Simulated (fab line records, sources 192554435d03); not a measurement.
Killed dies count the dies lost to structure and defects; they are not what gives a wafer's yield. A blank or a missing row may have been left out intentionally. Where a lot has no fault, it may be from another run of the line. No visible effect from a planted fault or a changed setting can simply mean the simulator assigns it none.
fab line records	flow n5-finfet
record lots=24	wafers=72	last-day=18
route steps=1938 shown BEOL_M4@1089 BEOL_M5@1136
lots that met no fault: taken from a fault-free run of the same line
start-h: hours from the record's opening day to when the first of the lot's shown wafers began	wait-h: hours since the lot's step before	" repeats the value in the row above	L1.1+2: a row that stands for several wafers	- either no value or no given start	* or withheld: withheld	< > ~ a bound
route shown NAME@n: names a module that has steps shown in the file, with the first one's number in the route	usual: the fault-free wafers' mean and standard deviation	same: alike in all rows	chamber/n: place in a boat	sites: the reading at each site	_std_site: the standard deviation of these	_edge_site: the outer-site mean with the inner-site mean subtracted	radius-mm: how far each site lies from the wafer's centre	mask NAME#n: copy n	behind: the most recent tool/chamber to have shaped the wafer	hold: why the lot was held/for how many hours/how that ended	device: whichever transistor did not switch (one of n, p or np)	end of line: the route-end tests of the same wafers	a step without rows: its recipe alone	killed: the dies lost at the first sort to structure and to defects; this is not the yield of the wafer	map: dies across one wafer; x = killed, . = not, _ = none there
set.NAME: the setting that was run; set.NAME@STEP: the one run at that earlier step	model.NAME: the simulator's own value behind a step, which no gauge read
the route's steps for a sample of lots (tables are steps, rows are wafers)
services: from which hour (start-h, from the record's first day; less than 0 if before it) a tool's chamber was out of use, for how many hours, and why
## steps
# step N5_BEOL_M4_ANNEAL_82
# recipe temp-c=400	time-s=240	ambient=vacuum
# usual heater-power-w=869/150
lot.wafer	tool	chamber	start-h	wait-h	heater-power-w
L074.1	pvd-sputter-03	-	166.78	0.0	766
L074.2	"	-	"	"	1175
L074.3	"	-	"	"	700
L077.3	pvd-sputter-01	-	179.53	0.0	836
L077.4	"	-	"	"	727
L077.6	"	-	"	"	829
L076.3	pvd-sputter-03	-	183.40	0.0	681
L076.4	"	-	"	"	846
L076.6	"	-	"	"	685
L075.3	pvd-sputter-03	-	189.64	0.0	1182
L075.4	"	-	"	"	771
L075.6	"	-	"	"	848
L078.2	pvd-sputter-02	-	193.05	0.0	698
L078.4	"	-	"	"	1022
L078.5	"	-	"	"	1004
L080.1	pvd-sputter-01	-	194.50	0.0	721
L080.4	"	-	"	"	827
L080.6	"	-	"	"	841
L079.3	pvd-sputter-02	-	194.93	0.0	1022
L079.4	"	-	"	"	931
L079.6	"	-	"	"	1024
L081.1	pvd-sputter-01	-	197.82	0.0	842
L081.2	"	-	"	"	813
L081.5	"	-	"	"	726
L082.1	pvd-sputter-01	-	209.90	0.0	809
L082.4	"	-	"	"	835
L082.5	"	-	"	"	846
L083.1	pvd-sputter-02	-	219.58	0.0	1049
L083.2	"	-	"	"	918
L083.5	"	-	"	"	923
L085.2	pvd-sputter-02	-	229.41	0.0	939
L085.4	"	-	"	"	690
L085.6	"	-	"	"	1048
L086.1	pvd-sputter-03	-	238.53	0.0	772
L086.2	"	-	"	"	1173
L086.4	"	-	"	"	834
L084.1	pvd-sputter-03	-	246.17	0.0	830
L084.5	"	-	"	"	1206
L084.6	"	-	"	"	855
L087.1	pvd-sputter-02	-	247.32	0.0	1032
L087.2	"	-	"	"	1001
L087.6	"	-	"	"	908
L088.2	pvd-sputter-01	-	247.32	0.0	718
L088.5	"	-	"	"	821
L088.6	"	-	"	"	841
L090.2	pvd-sputter-01	-	250.43	0.0	826
L090.3	"	-	"	"	825
L090.4	"	-	"	"	843
L089.3	pvd-sputter-03	-	254.73	0.0	778
L089.4	"	-	"	"	1181
L089.5	"	-	"	"	706
L091.1	pvd-sputter-01	-	268.59	0.0	846
L091.3	"	-	"	"	826
L091.4	"	-	"	"	821
L092.2	pvd-sputter-02	-	276.74	0.0	1048
L092.5	"	-	"	"	933
L092.6	"	-	"	"	1000
L093.1	pvd-sputter-03	-	283.59	0.0	831
L093.2	"	-	"	"	695
L093.3	"	-	"	"	760
L094.4	pvd-sputter-02	-	286.64	0.0	904
L094.5	"	-	"	"	1009
L094.6	"	-	"	"	1042
L095.2	pvd-sputter-03	-	290.49	0.0	825
L095.4	"	-	"	"	774
L095.5	"	-	"	"	776
L096.1	pvd-sputter-02	-	292.86	0.0	1040
L096.2	"	-	"	"	701
L096.4	"	-	"	"	902
L097.4	pvd-sputter-03	-	309.47	0.0	1160
L097.5	"	-	"	"	780
L097.6	"	-	"	"	679
# step N5_BEOL_M4_ANNEAL_87
# recipe temp-c=400	time-s=240	ambient=vacuum
# usual heater-power-w=872/150
lot.wafer	tool	chamber	start-h	wait-h	heater-power-w
L074.1	pvd-sputter-03	-	167.00	0.0	767
L074.2	"	-	"	"	1216
L074.3	"	-	"	"	687
L077.3	pvd-sputter-01	-	179.75	0.0	854
L077.4	"	-	"	"	712
L077.6	"	-	"	"	821
L076.3	pvd-sputter-03	-	183.62	0.0	681
L076.4	"	-	"	"	846
L076.6	"	-	"	"	695
L075.3	pvd-sputter-03	-	189.86	0.0	1156
L075.4	"	-	"	"	778
L075.6	"	-	"	"	852
L078.2	pvd-sputter-02	-	193.27	0.0	696
L078.4	"	-	"	"	1014
L078.5	"	-	"	"	1013
L080.1	pvd-sputter-01	-	194.72	0.0	734
L080.4	"	-	"	"	840
L080.6	"	-	"	"	834
L079.3	pvd-sputter-02	-	195.15	0.0	1017
L079.4	"	-	"	"	950
L079.6	"	-	"	"	1002
L081.1	pvd-sputter-01	-	198.04	0.0	870
L081.2	"	-	"	"	843
L081.5	"	-	"	"	730
L082.1	pvd-sputter-01	-	210.12	0.0	810
L082.4	"	-	"	"	830
L082.5	"	-	"	"	859
L083.1	pvd-sputter-02	-	219.80	0.0	1040
L083.2	"	-	"	"	934
L083.5	"	-	"	"	928
L085.2	pvd-sputter-02	-	229.63	0.0	963
L085.4	"	-	"	"	698
L085.6	"	-	"	"	1070
L086.1	pvd-sputter-03	-	238.75	0.0	769
L086.2	"	-	"	"	1216
L086.4	"	-	"	"	832
L084.1	pvd-sputter-03	-	246.39	0.0	854
L084.5	"	-	"	"	1178
L084.6	"	-	"	"	841
L087.1	pvd-sputter-02	-	247.54	0.0	1054
L087.2	"	-	"	"	1009
L087.6	"	-	"	"	918
L088.2	pvd-sputter-01	-	247.54	0.0	724
L088.5	"	-	"	"	805
L088.6	"	-	"	"	836
L090.2	pvd-sputter-01	-	250.65	0.0	797
L090.3	"	-	"	"	834
L090.4	"	-	"	"	844
L089.3	pvd-sputter-03	-	254.95	0.0	766
L089.4	"	-	"	"	1204
L089.5	"	-	"	"	685
L091.1	pvd-sputter-01	-	268.81	0.0	858
L091.3	"	-	"	"	833
L091.4	"	-	"	"	829
L092.2	pvd-sputter-02	-	276.96	0.0	1003
L092.5	"	-	"	"	899
L092.6	"	-	"	"	1033
L093.1	pvd-sputter-03	-	283.81	0.0	823
L093.2	"	-	"	"	711
L093.3	"	-	"	"	780
L094.4	pvd-sputter-02	-	286.86	0.0	937
L094.5	"	-	"	"	1004
L094.6	"	-	"	"	1049
L095.2	pvd-sputter-03	-	290.71	0.0	840
L095.4	"	-	"	"	782
L095.5	"	-	"	"	766
L096.1	pvd-sputter-02	-	293.08	0.0	1004
L096.2	"	-	"	"	678
L096.4	"	-	"	"	914
L097.4	pvd-sputter-03	-	309.69	0.0	1145
L097.5	"	-	"	"	756
L097.6	"	-	"	"	674
# step N5_BEOL_M4_THK_MEAS_53
# recipe thk-meas-gauge=xrf	reads=Cu_of_BEOL_M4_ECD_50
# usual M4_THK=39.1/1.3
lot.wafer	tool	chamber	start-h	wait-h	M4_THK[nm]
L074.1	film-metro-02	-	169.16	-	40.6
L074.2	"	-	"	"	41.1
L074.3	"	-	"	"	40.5
L077.3	film-metro-02	-	181.59	-	37.7
L077.4	"	-	"	"	38.6
L077.6	"	-	"	"	40.1
L076.3	film-metro-02	-	185.43	-	37.3
L076.4	"	-	"	"	39.2
L076.6	"	-	"	"	39.4
L075.3	film-metro-02	-	191.69	0.3	37.9
L075.4	"	-	"	"	37.6
L075.6	"	-	"	"	38.7
L078.2	film-metro-01	-	195.08	-	39.2
L078.4	"	-	"	"	40.0
L078.5	"	-	"	"	41.4
L080.1	film-metro-02	-	196.65	-	40.4
L080.4	"	-	"	"	40.0
L080.6	"	-	"	"	40.2
L079.3	film-metro-02	-	196.96	-	37.8
L079.4	"	-	"	"	38.4
L079.6	"	-	"	"	37.0
L081.1	film-metro-02	-	199.84	-	37.9
L081.2	"	-	"	"	40.7
L081.5	"	-	"	"	39.7
L082.1	film-metro-01	-	211.93	-	40.0
L082.4	"	-	"	"	40.1
L082.5	"	-	"	"	41.7
L083.1	film-metro-02	-	221.61	-	39.1
L083.2	"	-	"	"	38.6
L083.5	"	-	"	"	39.1
L085.2	film-metro-02	-	231.44	-	40.8
L085.4	"	-	"	"	38.9
L085.6	"	-	"	"	39.1
L086.1	film-metro-01	-	240.56	-	40.3
L086.2	"	-	"	"	39.3
L086.4	"	-	"	"	40.1
L084.1	film-metro-02	-	248.30	-	42.0
L084.5	"	-	"	"	38.6
L084.6	"	-	"	"	42.2
L087.1	film-metro-01	-	249.34	-	37.4
L087.2	"	-	"	"	37.5
L087.6	"	-	"	"	38.1
L088.2	film-metro-02	-	249.35	-	37.0
L088.5	"	-	"	"	38.2
L088.6	"	-	"	"	39.7
L090.2	film-metro-02	-	252.54	-	39.2
L090.3	"	-	"	"	38.2
L090.4	"	-	"	"	40.0
L089.3	film-metro-01	-	256.76	-	37.6
L089.4	"	-	"	"	40.7
L089.5	"	-	"	"	38.3
L091.1	film-metro-01	-	270.61	-	37.4
L091.3	"	-	"	"	39.2
L091.4	"	-	"	"	35.7
L092.2	film-metro-01	-	278.77	-	39.8
L092.5	"	-	"	"	40.4
L092.6	"	-	"	"	39.3
L093.1	film-metro-02	-	285.62	-	40.6
L093.2	"	-	"	"	39.3
L093.3	"	-	"	"	37.9
L094.4	film-metro-01	-	288.68	-	39.0
L094.5	"	-	"	"	42.0
L094.6	"	-	"	"	37.5
L095.2	film-metro-02	-	292.52	-	38.7
L095.4	"	-	"	"	39.1
L095.5	"	-	"	"	39.2
L096.1	film-metro-01	-	294.88	-	39.1
L096.2	"	-	"	"	36.8
L096.4	"	-	"	"	37.1
L097.4	film-metro-01	-	311.56	-	38.0
L097.5	"	-	"	"	39.6
L097.6	"	-	"	"	39.1
# step N5_BEOL_M5_HM_OPEN_17
# recipe chemistry=Cl2/BCl3	target-depth-a=200	overetch-a=60	target=TiN	mask-material=SOC	ion-energy-ev=150	pressure-mtorr=10	icp-w=1000	bias-w=126	Cl2_flow_sccm=53.25	bcl3-flow-sccm=21.75	Ar_flow_sccm=25
# usual drypump-motor-current-A=5.8/0.36	oes-product-au=0.65/0.093	throttle-valve-pct=22.33/0.22
lot.wafer	tool	chamber	start-h	wait-h	drypump-motor-current-A	oes-product-au	rf-hours-counter-h	throttle-valve-pct
L074.1	rie-metal-03	0	173.89	0.0	6.1	0.70	24	22.52
L074.2	"	1	"	"	6.0	0.53	118	22.18
L074.3	"	1	"	"	6.0	0.53	-	22.17
L077.3	rie-metal-03	1	185.42	0.1	6.0	0.53	-	22.19
L077.4	"	0	"	"	6.0	0.71	-	22.51
L077.6	"	0	"	"	6.0	0.71	-	22.50
L076.3	rie-metal-02	0	189.02	0.1	6.1	0.78	-	22.01
L076.4	"	1	"	"	5.5	0.60	-	22.46
L076.6	"	1	"	"	5.5	0.60	-	22.46
L075.3	rie-metal-02	0	194.63	0.1	6.1	0.80	-	21.98
L075.4	"	1	"	"	5.5	0.60	-	22.47
L075.6	"	0	"	"	6.1	0.78	-	22.01
L078.2	rie-metal-02	0	197.82	0.0	6.1	0.78	10	22.02
L078.4	"	1	"	"	5.5	0.59	-	22.48
L078.5	"	0	"	"	6.1	0.79	-	22.02
L080.1	rie-metal-03	0	200.70	0.0	6.1	0.70	26	22.50
L080.4	"	1	"	"	6.0	0.52	-	22.19
L080.6	"	1	"	"	6.0	0.52	-	22.18
L079.3	rie-metal-02	1	201.37	0.1	5.5	0.59	-	22.49
L079.4	"	0	"	"	6.1	0.77	-	22.02
L079.6	"	1	"	"	5.5	0.59	-	22.49
L081.1	rie-metal-02	0	204.02	0.0	6.1	0.79	11	22.01
L081.2	"	1	"	"	5.5	0.58	88	22.47
L081.5	"	1	"	"	5.5	0.60	-	22.48
L082.1	rie-metal-01	1	214.73	0.0	6.0	0.58	92	22.43
L082.4	"	1	"	"	6.0	0.59	-	22.43
L082.5	"	1	"	"	6.0	0.58	-	22.42
L083.1	rie-metal-01	0	224.81	0.0	4.9	0.53	124	22.50
L083.2	"	1	"	"	6.0	0.59	94	22.42
L083.5	"	0	"	"	4.9	0.53	-	22.50
L085.2	rie-metal-01	0	235.20	0.0	4.9	0.54	125	22.50
L085.4	"	1	"	"	6.0	0.58	-	22.43
L085.6	"	0	"	"	4.9	0.53	-	22.52
L086.1	rie-metal-01	1	245.27	0.0	6.0	0.58	95	22.44
L086.2	"	0	"	"	4.9	0.53	126	22.50
L086.4	"	0	"	"	4.9	0.52	-	22.52
L084.1	rie-metal-01	1	252.70	0.0	6.1	0.57	96	22.45
L084.5	"	1	"	"	6.0	0.58	-	22.44
L084.6	"	1	"	"	6.0	0.58	-	22.44
L087.1	rie-metal-03	0	252.92	0.0	6.0	0.69	30	22.50
L087.2	"	0	"	"	6.0	0.70	-	22.49
L087.6	"	0	"	"	6.1	0.70	-	22.51
L088.2	rie-metal-01	1	253.17	0.1	6.0	0.58	-	22.43
L088.5	"	1	"	"	6.0	0.58	-	22.44
L088.6	"	1	"	"	6.0	0.58	-	22.42
L090.2	rie-metal-02	0	256.45	0.0	6.1	0.77	15	22.02
L090.3	"	1	"	"	5.5	0.58	-	22.49
L090.4	"	0	"	"	6.1	0.76	-	22.01
L089.3	rie-metal-03	0	262.57	0.1	6.0	0.69	-	22.54
L089.4	"	0	"	"	6.0	0.68	-	22.52
L089.5	"	0	"	"	6.0	0.69	-	22.53
L091.1	rie-metal-02	1	274.57	0.0	5.5	0.58	95	22.48
L091.3	"	1	"	"	5.5	0.57	-	22.51
L091.4	"	0	"	"	6.1	0.75	-	22.04
L092.2	rie-metal-03	0	283.05	0.0	6.0	0.69	33	22.52
L092.5	"	0	"	"	6.0	0.68	-	22.53
L092.6	"	1	"	"	6.0	0.81	-	21.88
L093.1	rie-metal-01	0	289.99	0.0	4.9	0.81	1	22.02
L093.2	"	1	"	"	6.1	0.57	101	22.45
L093.3	"	1	"	"	6.1	0.58	-	22.43
L094.4	rie-metal-02	0	292.47	0.1	6.1	0.73	-	22.05
L094.5	"	0	"	"	6.1	0.74	-	22.05
L094.6	"	1	"	"	5.5	0.58	-	22.50
L095.2	rie-metal-03	0	296.28	0.0	6.1	0.68	34	22.54
L095.4	"	1	"	"	6.0	0.81	-	21.89
L095.5	"	0	"	"	6.0	0.68	-	22.53
L096.1	rie-metal-02	0	299.58	0.0	6.1	0.75	21	22.02
L096.2	"	1	"	"	5.5	0.58	98	22.52
L096.4	"	0	"	"	6.1	0.73	-	22.05
L097.4	rie-metal-03	1	315.50	0.1	6.0	0.79	-	21.90
L097.5	"	1	"	"	6.0	0.80	-	21.89
L097.6	"	0	"	"	6.1	0.68	-	22.53
# step N5_BEOL_M5_ETCH_67
# recipe chemistry=CF4	target=SiARC	target-depth-a=156	mask-material=CAR-EUV	time-s=26	ion-energy-ev=80	pressure-mtorr=40	source-w=545	bias-w=36	Ar_flow_sccm=100	cf4-flow-sccm=100	ends=cleared
# usual drypump-motor-current-A=5.7/0.4	etch-rf-on-time-s=26.0/0.56	oes-product-au=0.66/0.068	rf-vpp-V=184.2/1.3	showerhead-plenum-p-Torr=2.15/0.077	throttle-valve-pct=15.56/0.26
lot.wafer	tool	chamber	start-h	wait-h	drypump-motor-current-A	etch-rf-on-time-s	oes-product-au	rf-hours-counter-h	rf-vpp-V	showerhead-plenum-p-Torr	throttle-valve-pct
L074.1	rie-diel-06	3	176.50	0.0	5.3	25.6	0.73	61	186.9	2.27	15.64
L074.2	"	2	"	"	5.2	26.4	0.61	206	182.8	2.14	15.99
L074.3	"	1	"	"	5.9	25.6	0.75	41	186.4	2.17	15.08
L077.3	rie-diel-01	1	186.68	0.0	5.8	25.0	0.63	195	183.9	2.13	15.56
L077.4	"	3	"	"	6.3	25.6	0.76	49	183.0	2.10	15.38
L077.6	"	0	"	"	5.2	26.0	0.62	-	184.9	2.21	15.66
L076.3	rie-diel-03	3	189.94	0.0	5.8	25.8	0.58	242	184.4	2.20	16.03
L076.4	"	0	"	"	5.2	26.4	0.69	68	185.7	2.27	15.24
L076.6	"	2	"	"	5.2	26.5	0.63	-	181.8	2.05	15.30
L075.3	rie-diel-03	3	195.63	0.0	5.9	25.4	0.59	243	184.9	2.20	16.04
L075.4	"	3	"	"	5.9	25.5	0.60	-	184.7	2.20	16.04
L075.6	"	1	"	"	6.0	26.7	0.67	-	184.5	2.25	15.21
L078.2	rie-diel-01	0	200.14	0.0	5.2	26.6	0.62	180	185.8	2.21	15.67
L078.4	"	3	"	"	6.2	25.9	0.75	54	183.4	2.10	15.38
L078.5	"	2	"	"	6.1	25.4	0.60	-	181.5	2.03	15.78
L080.1	rie-diel-01	0	202.25	0.0	5.2	26.3	0.61	181	186.4	2.21	15.69
L080.4	"	2	"	"	6.1	25.3	0.60	225	183.0	2.04	15.81
L080.6	"	1	"	"	5.8	25.7	0.62	-	183.8	2.13	15.56
L079.3	rie-diel-03	3	202.41	0.0	5.9	25.6	0.59	245	185.9	2.20	16.03
L079.4	"	1	"	"	6.0	26.9	0.67	91	185.7	2.25	15.22
L079.6	"	3	"	"	5.9	25.6	0.58	-	184.8	2.20	16.03
L081.1	rie-diel-06	3	207.61	0.0	5.3	25.8	0.72	71	183.4	2.27	15.65
L081.2	"	2	"	"	5.2	26.3	0.61	216	184.5	2.14	16.03
L081.5	"	2	"	"	5.2	26.1	0.61	-	184.4	2.14	16.01
L082.1	rie-diel-03	1	215.89	0.0	6.0	27.0	0.67	94	185.2	2.25	15.24
L082.4	"	0	"	"	5.2	26.0	0.70	72	188.7	2.27	15.26
L082.5	"	1	"	"	6.0	26.8	0.67	-	184.6	2.25	15.22
L083.1	rie-diel-03	0	225.85	0.0	5.3	26.0	0.70	72	185.5	2.27	15.25
L083.2	"	1	"	"	6.0	27.1	0.66	94	185.1	2.25	15.22
L083.5	"	3	"	"	5.9	25.7	0.59	-	185.5	2.20	16.03
L085.2	rie-diel-01	2	235.92	0.0	6.1	25.1	0.60	235	181.7	2.03	15.81
L085.4	"	1	"	"	5.8	25.5	0.60	212	184.0	2.13	15.58
L085.6	"	1	"	"	5.8	25.8	0.61	-	183.3	2.13	15.58
L086.1	rie-diel-01	3	246.07	0.0	6.2	26.7	0.73	66	183.1	2.09	15.41
L086.2	"	2	"	"	6.1	25.1	0.60	239	183.6	2.03	15.82
L086.4	"	0	"	"	5.2	26.8	0.60	194	184.9	2.20	15.70
L088.2	rie-diel-03	2	254.71	0.0	5.2	26.3	0.63	186	183.1	2.04	15.32
L088.5	"	2	"	"	5.2	26.6	0.62	-	183.1	2.04	15.32
L088.6	"	3	"	"	5.9	25.3	0.84	-	186.1	2.19	15.55
L084.1	rie-diel-01	0	254.71	0.0	5.2	26.6	0.59	197	184.0	2.20	15.70
L084.5	"	3	"	"	6.2	26.8	0.72	-	184.1	2.09	15.42
L084.6	"	0	"	"	5.2	27.0	0.59	-	184.4	2.20	15.70
L087.1	rie-diel-06	3	255.60	0.0	5.3	25.4	0.70	87	186.5	2.26	15.69
L087.2	"	1	"	"	5.9	25.5	0.72	62	185.7	2.16	15.10
L087.6	"	1	"	"	5.9	25.5	0.73	-	184.8	2.16	15.10
L090.2	rie-diel-01	2	261.06	0.0	6.1	25.0	0.60	244	182.8	2.03	15.81
L090.3	"	3	"	"	6.3	26.4	0.73	72	184.0	2.09	15.42
L090.4	"	1	"	"	5.8	25.6	0.60	220	185.0	2.13	15.60
L089.3	rie-diel-06	2	264.45	0.0	5.2	26.1	0.59	235	184.6	2.13	16.05
L089.4	"	3	"	"	5.3	25.7	0.70	-	185.0	2.26	15.67
L089.5	"	1	"	"	5.9	25.4	0.72	-	184.9	2.16	15.12
L091.1	rie-diel-01	2	276.23	0.0	6.1	25.3	0.60	248	183.1	2.03	15.83
L091.3	"	0	"	"	5.2	26.6	0.59	204	184.6	2.20	15.74
L091.4	"	3	"	"	6.2	26.4	0.72	-	183.7	2.09	15.42
L092.2	rie-diel-06	2	284.74	0.0	5.2	25.7	0.59	242	184.0	2.13	16.07
L092.5	"	0	"	"	5.8	25.7	0.73	-	185.5	2.08	15.63
L092.6	"	3	"	"	5.3	25.4	0.70	-	185.3	2.26	15.73
L093.1	rie-diel-01	1	290.96	0.0	5.9	25.6	0.60	223	184.0	2.13	15.62
L093.2	"	0	"	"	5.2	26.6	0.59	210	185.7	2.20	15.74
L093.3	"	3	"	"	6.2	26.5	0.72	79	183.8	2.09	15.43
L094.4	rie-diel-03	2	293.57	0.0	5.2	26.4	0.61	198	183.3	2.04	15.33
L094.5	"	0	"	"	5.2	26.0	0.67	-	185.1	2.26	15.29
L094.6	"	3	"	"	5.9	25.6	0.79	-	184.5	2.19	15.59
L095.2	rie-diel-01	1	298.56	0.0	5.8	25.5	0.61	227	181.4	2.12	15.59
L095.4	"	3	"	"	6.2	26.6	0.71	-	182.8	2.09	15.44
L095.5	"	1	"	"	5.8	25.5	0.61	-	184.3	2.12	15.63
L096.1	rie-diel-03	1	300.52	0.0	6.0	26.8	0.64	119	182.8	2.24	15.28
L096.2	"	3	"	"	5.9	25.3	0.79	16	185.3	2.19	15.58
L096.4	"	0	"	"	5.2	26.0	0.67	97	185.5	2.26	15.30
L097.4	rie-diel-01	2	316.31	0.0	6.1	24.3	0.87	1	184.8	2.28	15.37
L097.5	"	3	"	"	6.2	26.3	0.71	-	183.0	2.09	15.45
L097.6	"	2	"	"	6.1	24.7	0.85	-	186.1	2.28	15.37
# step N5_BEOL_M5_VIA_ETCH_34
# recipe chemistry=C4F6/O2	target=SiCOH_lowk	target-depth-a=883	mask-material=SOC	taper-deg=4	time-s=39.2	ion-energy-ev=250	pressure-mtorr=30	source-w=345	bias-w=185	Ar_flow_sccm=300	C4F6_flow_sccm=10	O2_flow_sccm=10
# usual drypump-motor-current-A=5.7/0.39	oes-product-au=0.77/0.082	rf-vpp-V=663/12	showerhead-plenum-p-Torr=2.85/0.11	throttle-valve-pct=20.75/0.28
lot.wafer	tool	chamber	start-h	wait-h	drypump-motor-current-A	oes-product-au	rf-hours-counter-h	rf-vpp-V	showerhead-plenum-p-Torr	throttle-valve-pct
L074.1	rie-diel-06	3	176.63	0.0	5.3	0.86	61	677	3.01	20.91
L074.2	"	2	"	"	5.2	0.71	206	658	2.84	21.25
L074.3	"	1	"	"	5.9	0.87	41	666	2.88	20.27
L077.3	rie-diel-01	1	186.81	0.0	5.9	0.72	195	666	2.84	20.79
L077.4	"	3	"	"	6.2	0.90	49	686	2.78	20.63
L077.6	"	0	"	"	5.2	0.71	-	648	2.92	20.81
L076.3	rie-diel-03	3	190.07	0.0	5.8	0.69	242	667	2.92	21.29
L076.4	"	0	"	"	5.3	0.83	69	665	3.03	20.63
L076.6	"	2	"	"	5.2	0.74	-	655	2.71	20.35
L075.3	rie-diel-03	3	195.76	0.0	5.9	0.69	243	667	2.92	21.33
L075.4	"	3	"	"	5.9	0.68	-	667	2.92	21.31
L075.6	"	1	"	"	6.0	0.78	-	661	2.97	20.34
L078.2	rie-diel-01	0	200.27	0.0	5.2	0.72	180	648	2.92	20.82
L078.4	"	3	"	"	6.2	0.89	54	685	2.78	20.63
L078.5	"	2	"	"	6.1	0.69	-	653	2.68	20.81
L080.1	rie-diel-01	0	202.38	0.0	5.2	0.71	181	648	2.92	20.82
L080.4	"	2	"	"	6.1	0.70	225	654	2.68	20.84
L080.6	"	1	"	"	5.8	0.72	-	666	2.84	20.78
L079.3	rie-diel-03	3	202.54	0.0	5.9	0.68	245	668	2.92	21.32
L079.4	"	1	"	"	6.0	0.78	91	662	2.97	20.34
L079.6	"	3	"	"	5.9	0.68	-	668	2.92	21.31
L081.1	rie-diel-06	3	207.74	0.0	5.3	0.83	71	674	3.00	20.93
L081.2	"	2	"	"	5.2	0.69	216	658	2.84	21.25
L081.5	"	2	"	"	5.2	0.69	-	658	2.84	21.27
L082.1	rie-diel-03	1	216.02	0.0	6.0	0.78	94	661	2.97	20.35
L082.4	"	0	"	"	5.2	0.82	72	665	3.03	20.64
L082.5	"	1	"	"	6.0	0.78	-	662	2.97	20.34
L083.1	rie-diel-03	0	225.98	0.0	5.3	0.82	72	664	3.02	20.64
L083.2	"	1	"	"	6.0	0.78	95	661	2.97	20.36
L083.5	"	3	"	"	5.9	0.67	-	668	2.92	21.32
L085.2	rie-diel-01	2	236.05	0.0	6.1	0.69	235	654	2.67	20.84
L085.4	"	1	"	"	5.8	0.70	212	667	2.83	20.80
L085.6	"	1	"	"	5.8	0.70	-	667	2.83	20.81
L086.1	rie-diel-01	3	246.20	0.0	6.2	0.86	67	686	2.78	20.63
L086.2	"	2	"	"	6.1	0.69	239	652	2.67	20.84
L086.4	"	0	"	"	5.2	0.71	194	648	2.92	20.83
L088.2	rie-diel-03	2	254.83	0.0	5.2	0.73	186	653	2.70	20.38
L088.5	"	2	"	"	5.2	0.73	-	657	2.70	20.38
L088.6	"	3	"	"	5.9	0.98	-	666	2.92	20.95
L084.1	rie-diel-01	0	254.84	0.0	5.2	0.71	197	648	2.91	20.84
L084.5	"	3	"	"	6.3	0.86	-	686	2.77	20.64
L084.6	"	0	"	"	5.2	0.70	-	648	2.91	20.83
L087.1	rie-diel-06	3	255.73	0.0	5.3	0.81	87	674	2.99	20.94
L087.2	"	1	"	"	5.9	0.84	62	664	2.87	20.32
L087.6	"	1	"	"	5.9	0.85	-	665	2.87	20.31
L090.2	rie-diel-01	2	261.19	0.0	6.1	0.69	244	652	2.67	20.86
L090.3	"	3	"	"	6.2	0.85	72	686	2.77	20.65
L090.4	"	1	"	"	5.8	0.71	220	668	2.83	20.82
L089.3	rie-diel-06	2	264.58	0.0	5.2	0.70	235	658	2.83	21.30
L089.4	"	3	"	"	5.3	0.81	-	673	2.99	20.93
L089.5	"	1	"	"	5.9	0.85	-	665	2.87	20.33
L091.1	rie-diel-01	2	276.36	0.0	6.1	0.68	248	652	2.67	20.89
L091.3	"	0	"	"	5.2	0.70	204	647	2.91	20.87
L091.4	"	3	"	"	6.2	0.85	-	686	2.77	20.65
L092.2	rie-diel-06	2	284.87	0.0	5.2	0.68	242	658	2.82	21.30
L092.5	"	0	"	"	5.8	0.86	-	646	2.74	20.74
L092.6	"	3	"	"	5.3	0.81	-	674	2.99	20.93
L093.1	rie-diel-01	1	291.09	0.0	5.8	0.70	223	668	2.83	20.80
L093.2	"	0	"	"	5.3	0.69	210	648	2.91	20.87
L093.3	"	3	"	"	6.2	0.85	79	686	2.77	20.66
L094.4	rie-diel-03	2	293.70	0.0	5.2	0.72	198	656	2.69	20.38
L094.5	"	0	"	"	5.2	0.79	-	666	3.01	20.67
L094.6	"	3	"	"	5.9	0.92	-	667	2.91	20.98
L095.2	rie-diel-01	1	298.69	0.0	5.8	0.70	227	667	2.83	20.83
L095.4	"	3	"	"	6.2	0.84	-	685	2.77	20.67
L095.5	"	1	"	"	5.8	0.70	-	665	2.83	20.81
L096.1	rie-diel-03	1	300.65	0.0	6.0	0.75	119	661	2.96	20.37
L096.2	"	3	"	"	5.9	0.91	16	668	2.91	20.97
L096.4	"	0	"	"	5.2	0.79	97	666	3.01	20.64
L097.4	rie-diel-01	2	316.43	0.0	6.2	1.01	1	664	3.00	20.52
L097.5	"	3	"	"	6.2	0.84	-	687	2.77	20.68
L097.6	"	2	"	"	6.2	1.01	-	663	3.00	20.52
## services
tool	chamber	start-h	hours	kind
pvd-sputter-03	-	150.18	7.7	repair
rie-metal-01	0	167.21	9.9	repair
rie-diel-06	0	191.26	3.2	repair
rie-diel-03	0	195.40	6.6	repair
rie-diel-06	1	206.40	12.2	repair
rie-diel-06	-	215.37	0.3	repair
rie-diel-03	3	218.34	1.6	repair
rie-diel-03	-	218.39	7.2	repair
rie-diel-03	3	231.56	-	clean
rie-diel-03	3	231.56	-	consumable-replace:focus-ring
rie-diel-03	3	231.56	15.0	scheduled-down
rie-diel-03	3	231.56	15.0	vent-cycle
rie-metal-03	-	245.41	2.8	pm
rie-diel-06	3	248.87	4.0	repair
rie-diel-01	1	271.31	18.5	repair
rie-diel-01	2	282.41	8.8	repair
rie-diel-01	2	291.30	-	clean
rie-diel-01	2	291.30	-	consumable-replace:focus-ring
rie-diel-01	2	291.30	-	consumable-replace:showerhead
rie-diel-01	2	291.30	21.6	scheduled-down
rie-diel-01	2	291.30	21.6	vent-cycle
rie-diel-06	2	303.58	-	clean
rie-diel-06	2	303.58	-	consumable-replace:focus-ring
rie-metal-03	1	308.49	1.2	repair
## key
fault none
